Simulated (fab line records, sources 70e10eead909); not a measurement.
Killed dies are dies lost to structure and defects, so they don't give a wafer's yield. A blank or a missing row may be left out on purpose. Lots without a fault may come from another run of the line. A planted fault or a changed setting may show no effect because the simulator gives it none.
Which tool did it? | flow nand_harc | 24 lots, 72 wafers sampled, at 6 steps of a route of 1159

WHAT THE GAUGES READ, wafer by wafer
The record holds no reading of a measuring or inspecting step that can be judged against a usual standard deviation.

WHICH TOOL RAN EACH LOT (tool, then ch and the chambers of the sampled wafers, then the start)
lot  | NHARC_A_CHANNEL_HOLE_D1_ETCH_44    | NHARC_A_CHANNEL_HOLE_D1_XSEM_31 | NHARC_A_CHANNEL_FILL_D1_ALD_02   | NHARC_A_STAIRCASE_ETCH_13      | NHARC_A_STAIRCASE_TRIM_22      | NHARC_A_STAIRCASE_ETCH_23
L074 | rie_diel-04 ch 2,3, day 8 12:04    | xsem-02 ch 0, day 8 12:58       | ald_hk-04 ch 0,1,2, day 8 13:33  | rie_diel-13 ch 0,1,2, no start | rie_diel-13 ch 2,3, no start   | rie_diel-13 ch 0,1,3, no start
L075 | rie_diel-06 ch 1,2, day 8 22:26    | xsem-01 ch 0, day 8 23:19       | ald_hk-03 ch 0,1,2, day 8 23:45  | rie_diel-13 ch 0,2,3, no start | rie_diel-10 ch 2,3, no start   | rie_diel-10 ch 2,3, no start
L076 | rie_diel-04 ch 1,2,3, day 9 02:47  | xsem-02 ch 0, day 9 03:48       | ald_hk-02 ch 1,2,3, day 9 05:03  | rie_diel-13 ch 0,2, no start   | rie_diel-13 ch 0,1,2, no start | rie_diel-13 ch 0,3, no start
L077 | rie_diel-06 ch 0,1,3, day 9 03:02  | xsem-01 ch 0, day 9 03:55       | ald_hk-02 ch 2,3, day 9 05:20    | rie_diel-09 ch 0,1,3, no start | rie_diel-10 ch 1,3, no start   | rie_diel-10 ch 0,3, no start
L078 | rie_diel-04 ch 0,1,3, day 9 06:27  | xsem-02 ch 0, day 9 07:19       | ald_hk-04 ch 2,3, day 9 07:43    | rie_diel-09 ch 0,1,2, no start | rie_diel-13 ch 2,3, no start   | rie_diel-13 ch 1,2,3, no start
L080 | rie_diel-04 ch 0,1,2, day 10 04:07 | xsem-01 ch 0, day 10 05:00      | ald_hk-04 ch 1,2, day 10 05:18   | rie_diel-10 ch 0,1, no start   | rie_diel-10 ch 0,1, no start   | rie_diel-10 ch 0,2, no start
L079 | rie_diel-06 ch 1,2,3, day 10 04:39 | xsem-02 ch 0, day 10 05:32      | ald_hk-04 ch 0,1,2, day 10 05:49 | rie_diel-09 ch 0,2,3, no start | rie_diel-09 ch 0,1,3, no start | rie_diel-09 ch 0,1,3, no start
L082 | rie_diel-04 ch 1,3, day 10 11:49   | xsem-01 ch 0, day 10 12:42      | ald_hk-04 ch 2,3, day 10 15:08   | rie_diel-09 ch 1,3, no start   | rie_diel-09 ch 1,3, no start   | rie_diel-09 ch 0,1,3, no start
L081 | rie_diel-11 ch 2,3, day 10 12:33   | xsem-02 ch 0, day 10 13:25      | ald_hk-04 ch 1,2,3, day 10 15:31 | rie_diel-09 ch 1,2, no start   | rie_diel-10 ch 0,1, no start   | rie_diel-10 ch 0,1, no start
L083 | rie_diel-11 ch 0,1,2, day 10 15:59 | xsem-01 ch 0, day 10 16:52      | ald_hk-03 ch 0,1,3, day 10 20:40 | rie_diel-13 ch 1,2,3, no start | rie_diel-13 ch 1,2,3, no start | rie_diel-13 ch 0,1, no start
L084 | rie_diel-04 ch 1,2,3, day 10 22:53 | xsem-02 ch 0, day 10 23:46      | ald_hk-03 ch 0,2, day 11 00:04   | rie_diel-09 ch 0,1,3, no start | rie_diel-13 ch 0,2, no start   | rie_diel-13 ch 1,2,3, no start
L087 | rie_diel-04 ch 0,1,3, day 11 13:40 | xsem-01 ch 0, day 11 14:35      | ald_hk-03 ch 0,3, day 11 14:53   | rie_diel-09 ch 0,2,3, no start | rie_diel-09 ch 1,2,3, no start | rie_diel-09 ch 0,1, no start
L086 | rie_diel-11 ch 0,2, day 11 13:49   | xsem-02 ch 0, day 11 14:43      | ald_hk-03 ch 1,3, day 11 15:19   | rie_diel-13 ch 0,1,3, no start | rie_diel-09 ch 0,2,3, no start | rie_diel-09 ch 0,3, no start
L085 | rie_diel-06 ch 0,3, day 11 17:49   | xsem-01 ch 0, day 11 18:43      | ald_hk-03 ch 1,2, day 11 19:00   | rie_diel-10 ch 1,2, no start   | rie_diel-09 ch 0,1,2, no start | rie_diel-09 ch 2,3, no start
L088 | rie_diel-06 ch 0,2,3, day 12 05:10 | xsem-02 ch 0, day 12 06:04      | ald_hk-03 ch 1,2,3, day 12 06:21 | rie_diel-09 ch 0,2,3, no start | rie_diel-09 ch 0,2,3, no start | rie_diel-09 ch 1,2,3, no start
L089 | rie_diel-04 ch 1,2,3, day 12 05:28 | xsem-01 ch 0, day 12 06:20      | ald_hk-02 ch 1,3, day 12 06:43   | rie_diel-10 ch 0,3, no start   | rie_diel-10 ch 1,2,3, no start | rie_diel-10 ch 0,1,2, no start
L090 | rie_diel-11 ch 0,1,2, day 12 12:32 | xsem-02 ch 0, day 12 13:32      | ald_hk-04 ch 0,1, day 12 14:20   | rie_diel-09 ch 1,2,3, no start | rie_diel-13 ch 0,2, no start   | rie_diel-13 ch 0,1, no start
L091 | rie_diel-06 ch 0,1, day 12 21:46   | xsem-02 ch 0, day 12 22:47      | ald_hk-04 ch 0,2,3, day 12 23:13 | rie_diel-10 ch 1,2,3, no start | rie_diel-13 ch 0,1, no start   | rie_diel-13 ch 0,1,2, no start
L092 | rie_diel-04 ch 0,1,2, day 12 21:50 | xsem-01 ch 0, day 12 22:43      | ald_hk-03 ch 1,2,3, day 12 23:01 | rie_diel-10 ch 0,2,3, no start | rie_diel-09 ch 1,2,3, no start | rie_diel-09 ch 0,1,3, no start
L093 | rie_diel-11 ch 0,1,3, day 13 01:53 | xsem-01 ch 0, day 13 02:45      | ald_hk-04 ch 0,2,3, day 13 03:04 | rie_diel-10 ch 0,1,3, no start | rie_diel-10 ch 0,2,3, no start | rie_diel-10 ch 0,1,2, no start
L094 | rie_diel-06 ch 0,1,3, day 13 02:02 | xsem-02 ch 0, day 13 03:03      | ald_hk-04 ch 0,1,3, day 13 03:29 | rie_diel-13 ch 0,1,3, no start | rie_diel-10 ch 0,1,2, no start | rie_diel-10 ch 0,1,2, no start
L095 | rie_diel-04 ch 0,1,2, day 13 12:02 | xsem-01 ch 0, day 13 12:56      | ald_hk-04 ch 0,1,3, day 13 13:13 | rie_diel-09 ch 0,2,3, no start | rie_diel-13 ch 1,2,3, no start | rie_diel-13 ch 1,2,3, no start
L096 | rie_diel-11 ch 0,2, day 13 14:14   | xsem-01 ch 0, day 13 15:14      | ald_hk-04 ch 0,1,3, day 13 15:31 | rie_diel-13 ch 0,1,3, no start | rie_diel-09 ch 2,3, no start   | rie_diel-09 ch 1,2,3, no start
L097 | rie_diel-04 ch 0,2,3, day 14 12:14 | xsem-01 ch 0, day 14 13:08      | ald_hk-04 ch 0,1,3, day 14 13:30 | rie_diel-09 ch 1,3, no start   | rie_diel-09 ch 0,2,3, no start | rie_diel-09 ch 0,1, no start
- NHARC_A_CHANNEL_HOLE_D1_ETCH_44: etches the open film in CF4/O2, target depth 140 nm, overetch 14 nm, time 77 s.
- NHARC_A_CHANNEL_HOLE_D1_XSEM_31
- NHARC_A_CHANNEL_FILL_D1_ALD_02: deposits SiO2, target thk 6 nm, pulse time 10 s, ald cycles 60.
- NHARC_A_STAIRCASE_ETCH_13: etches the open film in C4F8/O2, target depth 100 nm, time 40.5 s.
- NHARC_A_STAIRCASE_TRIM_22: chemistry O2, time 211.2 s.
- NHARC_A_STAIRCASE_ETCH_23: etches the open film in C4F8/O2, target depth 100 nm, time 40.5 s.

WHAT THE TOOLS THEMSELVES READ (means of the sampled wafers that have a number; where no wafer has one, the mark that the record gives instead)
NHARC_A_CHANNEL_HOLE_D1_ETCH_44.
lot  | tool        | drypump_motor_current_A (A) | oes_product_au (a.u.) | rf_vpp_V (V) | showerhead_plenum_p_Torr (Torr) | throttle_valve_pct (%)
L074 | rie_diel-04 | 6.1                         | 1.000                 | 197.5        | 1.38                            | 13.405
L075 | rie_diel-06 | 5.6                         | 1.002                 | 196.9        | 1.28                            | 13.395
L076 | rie_diel-04 | 5.6                         | 0.998                 | 197.9        | 1.35                            | 13.400
L077 | rie_diel-06 | 5.3                         | 1.010                 | 197.6        | 1.31                            | 13.405
L078 | rie_diel-04 | 5.3                         | 1.003                 | 198.0        | 1.36                            | 13.397
L080 | rie_diel-04 | 5.7                         | 1.002                 | 198.2        | 1.38                            | 13.397
L079 | rie_diel-06 | 5.6                         | 1.007                 | 197.2        | 1.31                            | 13.391
L082 | rie_diel-04 | 5.2                         | 1.004                 | 197.4        | 1.33                            | 13.400
L081 | rie_diel-11 | 6.1                         | 1.005                 | 198.0        | 1.37                            | 13.398
L083 | rie_diel-11 | 6.2                         | 0.994                 | 198.7        | 1.37                            | 13.391
L084 | rie_diel-04 | 5.6                         | 1.003                 | 198.1        | 1.35                            | 13.396
L087 | rie_diel-04 | 5.3                         | 0.999                 | 198.1        | 1.36                            | 13.399
L086 | rie_diel-11 | 6.3                         | 1.003                 | 197.9        | 1.36                            | 13.397
L085 | rie_diel-06 | 5.3                         | 0.998                 | 198.2        | 1.32                            | 13.398
L088 | rie_diel-06 | 5.6                         | 0.996                 | 198.3        | 1.32                            | 13.386
L089 | rie_diel-04 | 5.6                         | 1.000                 | 197.2        | 1.35                            | 13.398
L090 | rie_diel-11 | 6.2                         | 0.992                 | 198.9        | 1.37                            | 13.392
L091 | rie_diel-06 | 5.1                         | 1.012                 | 196.9        | 1.27                            | 13.391
L092 | rie_diel-04 | 5.7                         | 0.994                 | 198.9        | 1.38                            | 13.397
L093 | rie_diel-11 | 6.0                         | 0.999                 | 197.6        | 1.35                            | 13.393
L094 | rie_diel-06 | 5.3                         | 1.008                 | 196.2        | 1.30                            | 13.393
L095 | rie_diel-04 | 5.7                         | 0.998                 | 198.2        | 1.38                            | 13.397
L096 | rie_diel-11 | 6.3                         | 0.999                 | 198.9        | 1.35                            | 13.404
L097 | rie_diel-04 | 5.7                         | 1.012                 | 198.5        | 1.38                            | 13.399

NHARC_A_CHANNEL_HOLE_D1_XSEM_31.
lot  | tool    | bot_cd_nm (nm) | bow_nm (nm) | tilt_deg (degrees)
L074 | xsem-02 | 75.1           | 8.88        | 0.04
L075 | xsem-01 | 74.3           | 8.88        | 0.09
L076 | xsem-02 | 74.3           | 8.56        | 0.10
L077 | xsem-01 | 75.1           | 9.06        | 0.09
L078 | xsem-02 | 74.7           | 8.61        | 0.02
L080 | xsem-01 | 75.9           | 8.45        | 0.09
L079 | xsem-02 | 75.6           | 8.68        | 0.15
L082 | xsem-01 | 73.8           | 8.27        | 0.02
L081 | xsem-02 | 74.6           | 8.21        | 0.07
L083 | xsem-01 | 73.8           | 8.59        | 0.17
L084 | xsem-02 | 73.4           | 8.89        | 0.14
L087 | xsem-01 | 74.1           | 8.82        | 0.21
L086 | xsem-02 | 72.5           | 8.45        | 0.03
L085 | xsem-01 | 74.0           | 8.26        | 0.07
L088 | xsem-02 | 74.0           | 9.17        | 0.04
L089 | xsem-01 | 75.8           | 8.63        | 0.17
L090 | xsem-02 | 76.8           | 8.38        | 0.06
L091 | xsem-02 | 73.3           | 8.73        | -0.01
L092 | xsem-01 | 75.7           | 8.52        | 0.07
L093 | xsem-01 | 74.7           | 8.87        | 0.07
L094 | xsem-02 | 75.1           | 8.48        | 0.08
L095 | xsem-01 | 75.9           | 8.56        | 0.04
L096 | xsem-01 | 76.1           | 8.66        | 0.12
L097 | xsem-01 | 73.9           | 8.02        | 0.08

NHARC_A_CHANNEL_FILL_D1_ALD_02.
lot  | tool      | heater_power_w (W) | precursor_pulse_height_rel
L074 | ald_hk-04 | 467                | 1.002
L075 | ald_hk-03 | 500                | 1.018
L076 | ald_hk-02 | 538                | 0.987
L077 | ald_hk-02 | 535                | 1.028
L078 | ald_hk-04 | 518                | 0.996
L080 | ald_hk-04 | 476                | 0.986
L079 | ald_hk-04 | 466                | 0.998
L082 | ald_hk-04 | 513                | 0.983
L081 | ald_hk-04 | 499                | 1.002
L083 | ald_hk-03 | 456                | 1.001
L084 | ald_hk-03 | 495                | 1.007
L087 | ald_hk-03 | 420                | 0.986
L086 | ald_hk-03 | 469                | 1.011
L085 | ald_hk-03 | 509                | 0.996
L088 | ald_hk-03 | 470                | 1.009
L089 | ald_hk-02 | 549                | 0.971
L090 | ald_hk-04 | 443                | 1.007
L091 | ald_hk-04 | 492                | 1.006
L092 | ald_hk-03 | 467                | 0.981
L093 | ald_hk-04 | 491                | 1.006
L094 | ald_hk-04 | 475                | 1.010
L095 | ald_hk-04 | 483                | 1.007
L096 | ald_hk-04 | 479                | 0.998
L097 | ald_hk-04 | 482                | 1.025

NHARC_A_STAIRCASE_ETCH_13.
lot  | tool        | oes_product_au (a.u.) | rf_vpp_V (V)
L074 | rie_diel-13 | 0.951                 | 894
L075 | rie_diel-13 | 0.946                 | 893
L076 | rie_diel-13 | 0.935                 | 892
L077 | rie_diel-09 | 0.959                 | 892
L078 | rie_diel-09 | 0.925                 | 893
L080 | rie_diel-10 | 0.945                 | 899
L079 | rie_diel-09 | 0.951                 | 892
L082 | rie_diel-09 | 0.933                 | 890
L081 | rie_diel-09 | 0.948                 | 891
L083 | rie_diel-13 | 0.942                 | 893
L084 | rie_diel-09 | 0.939                 | 892
L087 | rie_diel-09 | 0.949                 | 892
L086 | rie_diel-13 | 0.948                 | 895
L085 | rie_diel-10 | 0.920                 | 895
L088 | rie_diel-09 | 0.935                 | 891
L089 | rie_diel-10 | 0.917                 | 892
L090 | rie_diel-09 | 0.947                 | 889
L091 | rie_diel-10 | 0.922                 | 895
L092 | rie_diel-10 | 0.949                 | 891
L093 | rie_diel-10 | 0.930                 | 896
L094 | rie_diel-13 | 0.954                 | 894
L095 | rie_diel-09 | 0.933                 | 891
L096 | rie_diel-13 | 0.929                 | 895
L097 | rie_diel-09 | 0.931                 | 890

NHARC_A_STAIRCASE_TRIM_22.
lot  | tool        | drypump_motor_current_A (A) | oes_product_au (a.u.) | rf_vpp_V (V) | showerhead_plenum_p_Torr (Torr) | throttle_valve_pct (%)
L074 | rie_diel-13 | 6.1                         | 1.006                 | 57.2         | 3.44                            | 17.042
L075 | rie_diel-10 | 5.3                         | 0.999                 | 58.1         | 3.44                            | 17.041
L076 | rie_diel-13 | 6.1                         | 1.004                 | 57.8         | 3.47                            | 17.038
L077 | rie_diel-10 | 5.7                         | 0.994                 | 58.4         | 3.57                            | 17.027
L078 | rie_diel-13 | 6.1                         | 1.011                 | 57.5         | 3.44                            | 17.037
L080 | rie_diel-10 | 5.5                         | 0.997                 | 57.9         | 3.59                            | 17.036
L079 | rie_diel-09 | 6.2                         | 1.001                 | 57.0         | 3.43                            | 17.033
L082 | rie_diel-09 | 6.3                         | 1.004                 | 56.8         | 3.38                            | 17.029
L081 | rie_diel-10 | 5.6                         | 1.006                 | 57.6         | 3.50                            | 17.038
L083 | rie_diel-13 | 6.2                         | 1.001                 | 57.4         | 3.44                            | 17.037
L084 | rie_diel-13 | 5.8                         | 1.006                 | 57.2         | 3.47                            | 17.036
L087 | rie_diel-09 | 6.4                         | 0.997                 | 58.0         | 3.36                            | 17.042
L086 | rie_diel-09 | 6.2                         | 0.998                 | 58.2         | 3.41                            | 17.025
L085 | rie_diel-09 | 6.1                         | 1.000                 | 57.4         | 3.43                            | 17.042
L088 | rie_diel-09 | 6.2                         | 0.996                 | 58.0         | 3.41                            | 17.043
L089 | rie_diel-10 | 5.4                         | 0.996                 | 57.5         | 3.52                            | 17.037
L090 | rie_diel-13 | 5.8                         | 1.003                 | 57.2         | 3.46                            | 17.041
L091 | rie_diel-13 | 6.4                         | 0.994                 | 58.3         | 3.49                            | 17.039
L092 | rie_diel-09 | 6.4                         | 0.996                 | 57.0         | 3.35                            | 17.037
L093 | rie_diel-10 | 5.5                         | 1.005                 | 57.8         | 3.42                            | 17.036
L094 | rie_diel-10 | 5.4                         | 0.990                 | 57.8         | 3.49                            | 17.039
L095 | rie_diel-13 | 6.2                         | 1.000                 | 57.1         | 3.43                            | 17.033
L096 | rie_diel-09 | 6.6                         | 0.989                 | 57.0         | 3.33                            | 17.036
L097 | rie_diel-09 | 6.3                         | 0.988                 | 58.2         | 3.40                            | 17.024

NHARC_A_STAIRCASE_ETCH_23.
lot  | tool        | oes_product_au (a.u.) | rf_vpp_V (V)
L074 | rie_diel-13 | 0.943                 | 894
L075 | rie_diel-10 | 0.948                 | 893
L076 | rie_diel-13 | 0.944                 | 895
L077 | rie_diel-10 | 0.962                 | 893
L078 | rie_diel-13 | 0.942                 | 893
L080 | rie_diel-10 | 0.934                 | 891
L079 | rie_diel-09 | 0.951                 | 892
L082 | rie_diel-09 | 0.949                 | 893
L081 | rie_diel-10 | 0.939                 | 895
L083 | rie_diel-13 | 0.940                 | 895
L084 | rie_diel-13 | 0.951                 | 892
L087 | rie_diel-09 | 0.945                 | 893
L086 | rie_diel-09 | 0.958                 | 892
L085 | rie_diel-09 | 0.948                 | 889
L088 | rie_diel-09 | 0.941                 | 890
L089 | rie_diel-10 | 0.936                 | 895
L090 | rie_diel-13 | 0.952                 | 895
L091 | rie_diel-13 | 0.943                 | 894
L092 | rie_diel-09 | 0.967                 | 892
L093 | rie_diel-10 | 0.941                 | 894
L094 | rie_diel-10 | 0.935                 | 895
L095 | rie_diel-13 | 0.919                 | 893
L096 | rie_diel-09 | 0.932                 | 888
L097 | rie_diel-09 | 0.945                 | 892

THE ANSWER, worked out from the rows above alone
Rule: what is usual is taken from the lots themselves. Put in order of their means at a reading, lots are off if they are a third of the lots or fewer, leave a main group of 4 or more, and stand apart from it by a gap of 3 or more times the standard deviation of the main group's means; of several such gaps the widest counts. A main group whose means are all the same, to the digits that the tables above print for the reading, isn't used. A lot without any number at a reading at which 4 lots or more have one is off too. The other lots that the step has rows for count as sound. The gauges are gone through in route order, then the tools' own readings, and for those a lot's mean is taken as printed above. The first step at which some lot is off is used, and at that step the reading that is off furthest; a lot without a number counts as furthest.
No lot is off at any reading shown: from this, nothing can be told.

WHAT THE SIMULATOR HAD PUT IN
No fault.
